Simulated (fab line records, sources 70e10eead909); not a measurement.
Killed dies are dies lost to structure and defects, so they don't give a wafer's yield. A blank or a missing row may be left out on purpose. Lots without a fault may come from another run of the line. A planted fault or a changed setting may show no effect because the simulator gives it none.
fab line records | flow nand_harc
record lots=11 wafers=33 last_day=33
route steps=1302 shown P_M2@349 P_BONDPAD@367 END@1302
lots that met no fault: from a run of the same line without faults
start_h: hours from the record's first day to the start of the lot's first wafer shown | wait_h: hours since the lot's step before | " the same as in the row above | L1.1+2: a row that stands for several wafers | - no value, or no start given | * or withheld: withheld | < > ~ a bound
route shown NAME@n: a module of which the file shows steps, and the number in the route of the first | usual: mean/standard deviation of fault-free wafers | same: alike in all rows | chamber/n: place in a boat | sites: the reading at each site | _std_site: their standard deviation | _edge_site: outer sites' mean less inner sites' | radius_mm: how far each site lies from the wafer's centre | mask NAME#n: copy n | behind: the tool/chamber that last shaped the wafer | hold: why the lot was held/for how many hours/how that ended | device: the transistor (n, p or np) that didn't switch | end of line: the same wafers' tests at the end of the route | a step without rows: its recipe alone | killed: dies lost to structure and defects at the first sort, not the wafer's yield | map: a wafer's dies, x killed, . not, _ none there
set.NAME: the setting as run; set.NAME@STEP: as run at that earlier step | model.NAME: the simulator's own value behind a step, which no gauge read
steps of the route over a sample of lots; a table a step, a row a wafer
services: from which hour (start_h, from the record's first day; less than 0 if before it) a tool's chamber was out of use, for how many hours, and why
## steps
# step NHARC_P_M2_PRE_CLEAN_32
# recipe time_s=12 temp_c=370 rf_power_w=300 gas=NH3
# usual heater_power_w=631/70
# columns lot.wafer tool chamber start_h wait_h heater_power_w
L927.3 pecvd-01 0 129.55 0.1 616
L927.2 " 1 " " 661
L927.6 " 1 " " 656
L930.1 pecvd-04 0 160.44 0.3 571
L930.5 " 1 " " 709
L930.4 " 0 " " 583
L932.1 pecvd-04 2 182.52 0.1 594
L932.4 " 2 " " 590
L932.6 " 0 " " 579
L933.2 pecvd-01 1 201.14 0.1 658
L933.1 " 2 " " 642
L933.5 " 2 " " 640
L935.3 pecvd-04 1 212.59 0.1 718
L935.1 " 2 " " 637
L935.6 " 0 " " 484
L936.3 pecvd-03 2 231.19 0.1 706
L936.2 " 0 " " 503
L936.4 " 2 " " 690
L937.1 pecvd-04 2 238.73 0.1 651
L937.2 " 0 " " 562
L937.6 " 0 " " 534
L943.1 pecvd-03 1 300.42 0.1 730
L943.5 " 2 " " 719
L943.4 " 1 " " 742
L947.1 pecvd-01 0 333.20 0.1 634
L947.4 " 0 " " 643
L947.6 " 2 " " 704
L948.2 pecvd-01 1 352.73 0.1 620
L948.5 " 0 " " 660
L948.6 " 1 " " 625
L950.1 pecvd-04 2 367.02 0.1 665
L950.3 " 0 " " 595
L950.2 " 1 " " 663
# step NHARC_P_BONDPAD_DESCUM_11
# recipe time_s=3 o2_flow_sccm=200 ar_flow_sccm=0 bias_power_w=0 chemistry=O2
# usual drypump_motor_current_A=5.90/0.28 oes_product_au=0.999/0.015 rf_vpp_V=57.9/0.95 showerhead_plenum_p_Torr=1.92/0.077 throttle_valve_pct=11.313/0.0092
# columns lot.wafer tool chamber start_h wait_h drypump_motor_current_A oes_product_au rf_hours_counter_h rf_vpp_V showerhead_plenum_p_Torr throttle_valve_pct
L927.3 rie_diel-12 1 131.36 - 5.85 1.000 0.4 57.5 2.04 11.311
L927.2 " 3 " " 5.59 1.000 0.5 59.1 1.94 11.307
L927.6 " 1 " " 5.84 1.008 - 57.6 2.04 11.307
L930.4 rie_diel-05 3 162.35 - 6.34 1.017 3.6 58.2 1.95 11.302
L930.1 " 1 " " 5.88 1.010 4.7 57.7 2.01 11.302
L930.5 " 3 " " 6.35 1.017 - 57.0 1.95 11.321
L932.1 rie_diel-12 3 184.32 - 5.60 0.998 2.1 57.8 1.94 11.321
L932.4 " 1 " " 5.81 1.003 1.6 57.7 2.03 11.310
L932.6 " 3 " " 5.57 1.002 - 57.7 1.94 11.320
L933.2 rie_diel-10 2 203.05 - 5.92 1.000 8.1 56.3 1.79 11.320
L933.1 " 0 " " 5.93 1.036 9.3 57.3 1.88 11.318
L933.5 " 2 " " 5.97 0.993 - 57.5 1.79 11.324
L935.3 rie_diel-10 0 214.51 - 5.94 1.016 10.0 57.3 1.88 11.309
L935.1 " 2 " " 5.96 1.007 9.0 55.9 1.79 11.325
L935.6 " 0 " " 5.97 1.020 - 59.3 1.88 11.309
L936.3 rie_diel-12 3 233.14 - 5.59 1.005 4.4 58.6 1.94 11.295
L936.4 " 0 " " 5.92 1.004 4.1 57.2 1.86 11.318
L936.2 " 2 " " 5.88 1.011 4.0 59.3 2.00 11.300
L937.2 rie_diel-05 1 240.54 - 5.93 1.000 0 59.1 2.01 11.316
L937.1 " 3 " " 6.36 1.008 0 57.6 1.95 11.309
L937.6 " 2 " " 5.37 0.997 - 56.9 1.90 11.321
L943.1 rie_diel-12 3 302.33 - 5.58 0.995 0.9 57.4 1.94 11.309
L943.4 " 1 " " 5.79 0.993 0.7 59.9 2.03 11.310
L943.5 " 3 " " 5.59 1.001 - 58.0 1.94 11.317
L947.4 rie_diel-05 3 335.02 - 6.36 1.008 4.6 58.7 1.95 11.309
L947.1 " 0 " " 5.94 0.977 4.5 58.7 1.96 11.326
L947.6 " 1 " " 5.95 1.006 - 58.0 2.01 11.320
L948.2 rie_diel-12 0 354.53 - 5.95 0.962 2.3 56.1 1.86 11.325
L948.5 " 2 " " 5.92 1.015 - 58.3 2.00 11.318
L948.6 " 3 " " 5.59 0.992 - 56.5 1.94 11.335
L950.3 rie_diel-12 2 368.93 - 5.87 1.023 2.0 57.3 2.00 11.308
L950.2 " 3 " " 5.58 1.000 2.5 57.6 1.94 11.296
L950.1 " 0 " " 5.92 0.980 2.6 58.8 1.86 11.303
# step NHARC_P_BONDPAD_STRIP_15
# recipe o2_flow_sccm=500 ar_flow_sccm=0 bias_w=0 chemistry=O2
# usual bias_w=0/0 chamber_pressure_mTorr=60.00/0.056 drypump_motor_current_A=5.95/0.29 oes_product_au=1.002/0.014 rf_vpp_V=57.8/0.9 showerhead_plenum_p_Torr=3.51/0.15 throttle_valve_pct=17.036/0.0085
# columns lot.wafer tool chamber start_h wait_h bias_w chamber_pressure_mTorr drypump_motor_current_A oes_product_au rf_hours_counter_h rf_vpp_V showerhead_plenum_p_Torr throttle_valve_pct
L927.3 rie_diel-10 1 131.74 0.1 0 59.96 6.50 1.006 2.3 56.3 3.30 17.044
L927.2 " 0 " " 0 59.92 5.94 1.024 3.6 58.1 3.48 17.029
L927.6 " 1 " " 0 59.84 6.50 1.009 - 56.4 3.30 17.042
L930.1 rie_diel-12 3 162.78 0.1 0 60.02 5.60 0.998 1.5 58.7 3.58 17.026
L930.5 " 2 " " 0 60.06 5.87 1.012 - 57.9 3.68 17.036
L930.4 " 3 " " 0 59.97 5.57 1.008 - 56.9 3.58 17.036
L932.4 rie_diel-05 2 184.71 0.1 0 59.94 5.37 0.995 5.8 58.2 3.50 17.036
L932.1 " 3 " " 0 60.11 6.37 1.024 5.5 59.7 3.59 17.039
L932.6 " 3 " " 0 59.91 6.37 1.013 - 57.8 3.59 17.032
L933.2 rie_diel-12 3 203.46 0.1 0 60.05 5.61 1.005 2.8 57.7 3.58 17.034
L933.1 " 1 " " 0 60.08 5.81 1.004 2.2 59.1 3.74 17.024
L933.5 " 3 " " 0 59.97 5.58 0.984 - 57.5 3.58 17.044
L935.1 rie_diel-10 1 214.90 0.1 0 60.00 6.50 0.998 7.5 57.8 3.30 17.039
L935.3 " 3 " " 0 59.94 6.09 0.978 9.9 57.4 3.31 17.040
L935.6 " 2 " " 0 59.89 5.96 0.997 - 58.0 3.31 17.045
L936.4 rie_diel-10 3 233.54 0.1 - - - - - - - -
L936.2 " 0 " " - - - - - - - -
L936.3 " 1 " " - - - - - - - -
L937.1 rie_diel-12 3 240.93 0.1 - - - - - - - -
L937.2 " 2 " " - - - - - - - -
L937.6 " 0 " " - - - - - - - -
L943.4 rie_diel-05 3 302.72 0.1 0 60.03 6.39 1.021 3.1 58.7 3.59 17.022
L943.1 " 0 " " 0 60.02 5.97 0.967 3.4 59.3 3.62 17.035
L943.5 " 3 " " 0 60.01 6.38 1.016 - 59.7 3.59 17.021
L947.4 rie_diel-12 3 335.40 0.1 0 59.93 5.60 1.012 1.9 57.8 3.57 17.039
L947.1 " 2 " " 0 59.96 5.88 1.030 1.4 57.9 3.68 17.029
L947.6 " 3 " " 0 60.13 5.60 1.010 - 57.1 3.57 17.033
L948.2 rie_diel-10 0 354.95 0.1 0 60.03 5.95 1.019 4.7 58.7 3.47 17.040
L948.6 " 3 " " 0 59.90 6.02 1.006 - 57.9 3.31 17.037
L948.5 " 0 " " 0 60.01 5.95 1.008 - 59.1 3.47 17.031
L950.2 rie_diel-10 3 369.37 0.1 0 60.01 6.12 1.002 6.8 56.3 3.31 17.052
L950.3 " 1 " " 0 59.98 6.50 0.982 6.1 56.9 3.29 17.044
L950.1 " 2 " " 0 59.93 5.97 1.000 6.4 57.9 3.30 17.052
# step NHARC_P_BONDPAD_PRE_CLEAN_26
# recipe time_s=30 temp_c=280 gas=H2/He
# usual heater_power_w=410/35
# columns lot.wafer tool chamber start_h wait_h heater_power_w
L927.2 pvd_sputter-02 - - - 413
L927.3 " - " " 401
L927.6 " - " " 425
L930.1 pvd_sputter-02 - - - 427
L930.4 " - " " 401
L930.5 " - " " 424
L932.4 pvd_sputter-01 - - - 381
L932.1 " - " " 444
L932.6 " - " " 445
L933.1 pvd_sputter-03 - - - 480
L933.2 " - " " 402
L933.5 " - " " 481
L935.3 pvd_sputter-03 - - - 401
L935.1 " - " " 320
L935.6 " - " " 329
L936.4 pvd_sputter-02 - - - 384
L936.3 " - " " 426
L936.2 " - " " 417
L937.1 pvd_sputter-01 - - - 400
L937.2 " - " " 384
L937.6 " - " " 454
L943.1 pvd_sputter-01 - - - 422
L943.4 " - " " 395
L943.5 " - " " 411
L947.1 pvd_sputter-03 - - - 417
L947.4 " - " " 492
L947.6 " - " " 423
L948.2 pvd_sputter-02 - - - 392
L948.6 " - " " 417
L948.5 " - " " 396
L950.1 pvd_sputter-01 - - - 454
L950.2 " - " " 384
L950.3 " - " " 411
# step NHARC_END_SORT_01
# recipe temp_c=25
# usual defect_limited_yield=92.4/2.2 killed_at_array=46/15 killed_at_other=1.0/1.3 killed_at_periphery=4/3 killed_dies=51/15 killed_open=3.2/1.8 killed_short=2.5/1.5 sort_bin_2_pct=2.7/1.1 sort_bin_3_pct=0.6/0.34 sort_bin_4_pct=4.3/1.3 sort_n_pass=626/15 sort_rim_yield_pct=89/4.4 sort_yield_pct=92.4/2.2
# same gross_dies=677 sort_bin_5_pct[%]=0 sort_bin_6_pct[%]=0 sort_bin_7_pct[%]=0 sort_bin_8_pct[%]=0 sort_rim_n_gross=106.00
# columns lot.wafer tool chamber start_h wait_h defect_limited_yield[%] killed_at_array killed_at_other killed_at_periphery killed_dies killed_open killed_short sort_bin_2_pct[%] sort_bin_3_pct[%] sort_bin_4_pct[%] sort_n_pass sort_rim_yield_pct[%] sort_yield_pct[%]
L927.2 prober-01 0 601.64 2.8 90.8 51 2 9 62 1 2 3.2 1.0 4.9 615 92 90.8
L927.3 prober-01 0 602.46 3.1 93.9 39 0 2 41 3 1 2.2 0.1 3.7 636 98 93.9
L927.6 prober-01 0 604.92 4.1 94.8 29 0 6 35 3 2 1.9 0.1 3.1 642 89 94.8
L937.1 prober-02 0 670.20 2.5 89.7 64 0 6 70 7 4 3.4 0.6 6.4 607 97 89.7
L937.2 prober-02 0 671.00 2.8 93.8 32 1 9 42 4 2 1.8 0.6 3.8 635 89 93.8
L937.6 prober-02 0 674.20 4.0 93.5 37 2 5 44 2 6 2.2 0.9 3.4 633 89 93.5
L947.1 prober-01 0 762.36 2.5 96.2 22 0 4 26 2 5 1.0 0.3 2.5 651 95 96.2
L947.4 prober-01 0 764.74 3.4 94.7 32 0 4 36 5 2 1.5 0.3 3.5 641 94 94.7
L947.6 prober-01 0 766.33 4.0 93.8 36 1 5 42 3 2 2.7 0 3.5 635 89 93.8
L950.1 prober-02 0 785.99 2.5 92.8 46 1 2 49 5 1 2.7 0.1 4.4 628 87 92.8
L950.2 prober-02 0 786.80 2.8 92.3 49 0 3 52 4 3 3.5 0.4 3.7 625 92 92.3
L950.3 prober-02 0 787.61 3.1 92.5 50 0 1 51 7 2 3.7 0.4 3.4 626 87 92.5
L948.2 prober-01 0 786.77 2.8 96.0 20 1 6 27 2 3 1.3 0 2.7 650 93 96.0
L948.5 prober-01 0 789.15 3.7 96.3 15 2 8 25 3 3 0.7 0.1 2.8 652 93 96.3
L948.6 prober-01 0 789.95 4.0 96.2 22 2 2 26 2 3 1.8 0.3 1.8 651 96 96.2
# killed by level:class
L927.2 A_CHANNEL_HOLE_D1:chamber_film_flake=37 A_CHANNEL_HOLE_D2:chamber_film_flake=6 P_M2:chamber_film_flake=4 A_STAIRCASE:chamber_film_flake=3 A_CONTACT:chamber_film_flake=3 P_GATE:chamber_film_flake=2 A_ONON_D1:geometric_particle:short=1 STARTING-WAFER:geometric_particle:open=1
L927.3 A_CHANNEL_HOLE_D1:chamber_film_flake=28 A_CHANNEL_HOLE_D2:chamber_film_flake=3 A_CONTACT:chamber_film_flake=3 A_ONON_D2:geometric_particle:open=2 A_ONON_D2:geometric_particle:short=1 A_WL_FILL:geometric_particle:open=1 P_STI:chamber_film_flake=1 P_M2:chamber_film_flake=1
L927.6 A_CHANNEL_HOLE_D1:chamber_film_flake=16 A_CHANNEL_HOLE_D2:chamber_film_flake=6 P_ZERO_WELL:chamber_film_flake=2 P_M2:chamber_film_flake=2 P_STI:geometric_particle:open=1 A_ONON_D1:geometric_particle:short=1 A_CHANNEL_FILL_D1:geometric_particle:open=1 A_CHANNEL_FILL_D1:geometric_particle:short=1
L937.1 A_CHANNEL_HOLE_D1:chamber_film_flake=41 A_SLIT:chamber_film_flake=5 P_BONDPAD:chamber_film_flake=3 A_CONTACT:chamber_film_flake=3 A_WL_FILL:geometric_particle:short=2 A_CHANNEL_FILL_D2:chamber_film_flake=2 P_GATE:geometric_particle:open=1 P_M0:geometric_particle:open=1
L937.2 A_CHANNEL_HOLE_D1:chamber_film_flake=16 A_CONTACT:chamber_film_flake=4 P_STI:chamber_film_flake=3 P_BONDPAD:chamber_film_flake=3 A_SLIT:chamber_film_flake=3 A_CHANNEL_HOLE_D2:chamber_film_flake=2 P_GATE:geometric_particle:open=1 A_DECK1_JOINT:geometric_particle:open=1
L937.6 A_CHANNEL_HOLE_D1:chamber_film_flake=18 A_CONTACT:chamber_film_flake=5 A_ONON_D1:geometric_particle:short=2 A_ONON_D2:geometric_particle:short=2 A_CHANNEL_FILL_D1:chamber_film_flake=2 A_CHANNEL_FILL_D2:chamber_film_flake=2 A_SLIT:chamber_film_flake=2 THIN_TSV:chamber_film_flake=2
L947.1 A_CHANNEL_HOLE_D1:chamber_film_flake=9 A_CHANNEL_HOLE_D2:chamber_film_flake=3 A_SLIT:chamber_film_flake=2 P_M1:geometric_particle:open=1 P_M1:geometric_particle:short=1 A_ONON_D1:geometric_particle:short=1 A_CHANNEL_FILL_D1:geometric_particle:short=1 A_CHANNEL_FILL_D2:geometric_particle:short=1
L947.4 A_CHANNEL_HOLE_D1:chamber_film_flake=13 A_STAIRCASE:chamber_film_flake=4 A_SLIT:chamber_film_flake=4 A_CONTACT:chamber_film_flake=3 A_ONON_D1:geometric_particle:open=2 P_GATE:chamber_film_flake=2 A_CHANNEL_HOLE_D2:chamber_film_flake=2 P_CONTACT:geometric_particle:open=1
L947.6 A_CHANNEL_HOLE_D1:chamber_film_flake=14 A_SLIT:chamber_film_flake=4 A_BLC:chamber_film_flake=4 P_ZERO_WELL:chamber_film_flake=3 A_CHANNEL_HOLE_D2:chamber_film_flake=3 A_CONTACT:chamber_film_flake=3 A_STAIRCASE:chamber_film_flake=2 A_WL_FILL:chamber_film_flake=2
L950.1 A_CHANNEL_HOLE_D2:chamber_film_flake=29 A_SLIT:chamber_film_flake=6 A_SGD_CUT:chamber_film_flake=3 A_DECK1_JOINT:geometric_particle:open=2 P_CONTACT:geometric_particle:short=1 A_CHANNEL_HOLE_D1:geometric_particle:open=1 A_ONON_D2:geometric_particle:open=1 A_M0:geometric_particle:open=1
L948.2 A_CONTACT:chamber_film_flake=9 A_SLIT:chamber_film_flake=4 P_M0:geometric_particle:short=2 P_ZERO_WELL:chamber_film_flake=2 A_WL_FILL:chamber_film_flake=2 A_ONON_D2:geometric_particle:open=1 A_ONON_D2:geometric_particle:short=1 A_CHANNEL_FILL_D2:geometric_particle:open=1
L950.2 A_CHANNEL_HOLE_D2:chamber_film_flake=19 A_SLIT:chamber_film_flake=10 A_CONTACT:chamber_film_flake=7 A_SGD_CUT:chamber_film_flake=3 P_ZERO_WELL:chamber_film_flake=2 A_SOURCE_PLATE:geometric_particle:short=1 A_CHANNEL_HOLE_D1:geometric_particle:open=1 A_DECK1_JOINT:geometric_particle:open=1
L950.3 A_CHANNEL_HOLE_D2:chamber_film_flake=21 A_SLIT:chamber_film_flake=9 A_CONTACT:chamber_film_flake=6 A_SGD_CUT:chamber_film_flake=3 A_CONTACT:geometric_particle:open=2 A_BLC:geometric_particle:open=2 A_ONON_D1:geometric_particle:open=1 A_ONON_D2:geometric_particle:short=1
L948.5 A_CONTACT:chamber_film_flake=9 P_M0:geometric_particle:open=2 P_M0:geometric_particle:short=2 P_ZERO_WELL:chamber_film_flake=2 A_SLIT:chamber_film_flake=2 THIN_TSV:chamber_film_flake=2 P_STI:geometric_particle:short=1 A_M0:geometric_particle:open=1
L948.6 A_CONTACT:chamber_film_flake=8 A_SLIT:chamber_film_flake=6 THIN_TSV:chamber_film_flake=2 A_SOURCE_PLATE:geometric_particle:short=1 A_CHANNEL_FILL_D2:geometric_particle:open=1 A_CHANNEL_FILL_D2:geometric_particle:short=1 A_WL_FILL:geometric_particle:short=1 A_CONTACT:geometric_particle:open=1
## services
# columns tool chamber start_h hours kind
pvd_sputter-02 - 108.88 10.0 pm
pecvd-04 2 129.37 11.6 repair
pecvd-01 - 130.72 13.0 pm
rie_diel-12 1 139.26 4.8 repair
rie_diel-12 2 146.82 6.7 repair
rie_diel-12 1 159.29 3.9 repair
pecvd-01 1 170.03 3.9 repair
pvd_sputter-01 - 172.94 7.0 repair
pvd_sputter-02 - 199.94 1.1 repair
rie_diel-12 0 208.82 1.9 repair
pecvd-01 - 211.07 1.8 repair
rie_diel-05 3 216.91 8.7 repair
rie_diel-05 - 229.93 9.0 pm
pecvd-04 1 240.33 20.2 repair
rie_diel-10 - 242.50 9.0 pm
rie_diel-12 3 264.07 2.9 repair
rie_diel-12 - 268.49 9.0 pm
pecvd-04 - 269.19 13.0 pm
rie_diel-10 - 276.55 0.3 repair
rie_diel-10 0 281.81 17.0 repair
pecvd-04 - 288.86 1.3 repair
rie_diel-12 - 299.90 0.9 repair
rie_diel-12 1 345.71 34.8 repair
rie_diel-05 1 359.38 5.8 repair
## key
first_sign step=NHARC_P_BONDPAD_STRIP_15 reading=tool_record direction=missing
effect none on later readings
met_at NHARC_P_BONDPAD_STRIP_15
struck_lots L936,L937
not_acting_at NHARC_P_M2_PRE_CLEAN_32,NHARC_P_BONDPAD_DESCUM_11,NHARC_P_BONDPAD_PRE_CLEAN_26
onset_between 214.90 233.54
fault kind=skipped_step_whole tool=rie_diel-10,rie_diel-12 chamber=- onset_h=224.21 steps=NHARC_P_BONDPAD_STRIP_15 scope=struck_lots_only
